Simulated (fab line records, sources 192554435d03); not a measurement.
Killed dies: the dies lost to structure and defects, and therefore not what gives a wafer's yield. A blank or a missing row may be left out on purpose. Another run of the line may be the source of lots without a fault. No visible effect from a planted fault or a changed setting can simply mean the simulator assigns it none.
Matching of chambers -- flow n5_finfet -- 4 sister chambers for N5_BEOL_M7_ALD_77 on ald_metal-01
The step deposits TaN, target thk 2 nm, pulse time 2 s, purge time 3 s. 4 wafers are shown with their chamber, then 11 later ones without.

## EACH WAFER AND ITS CHAMBER
wafer,chamber,heater_power_w (W)
L086.2,1,498
L088.1,3,423
L088.6,2,437
L090.2,0,497

## WAFERS WHOSE CHAMBER IS MISSING
wafer,heater_power_w (W)
L090.5,486
L090.6,428
L091.4,438
L091.5,483
L091.6,420
L094.1,441
L094.3,494
L094.5,440
L096.3,486
L096.5,482
L096.6,426

## THE CHAMBER EACH PASSED THROUGH
wafer,from the rows above,in truth
L090.5,can't be placed: 0 or 1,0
L090.6,can't be placed: 3 or 2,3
L091.4,can't be placed: 2 or 3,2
L091.5,can't be placed: 0 or 1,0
L091.6,can't be placed: 3 or 2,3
L094.1,can't be placed: 2 or 3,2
L094.3,can't be placed: 0 or 1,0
L094.5,can't be placed: 2 or 3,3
L096.3,can't be placed: 0 or 1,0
L096.5,can't be placed: 0 or 1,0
L096.6,can't be placed: 3 or 2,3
Correctly placed: 0 of 11. Not placeable from these rows: 11 (in 11, the candidates include the true chamber). Placed wrongly: 0.
How it was worked out, from the rows above alone: a wafer's distance from a chamber is the root of the sum, over the readings, of the square of ((its reading less the chamber's mean) divided by the reading's scatter). The wafer belongs to the nearest chamber; if the next one is less than 2 further off, it can't be placed. The mean given for a chamber averages the wafers shown for that chamber. The scatter: with one shown wafer a chamber, the root of the mean of the squares of how far each hidden wafer lies from its nearest shown one.
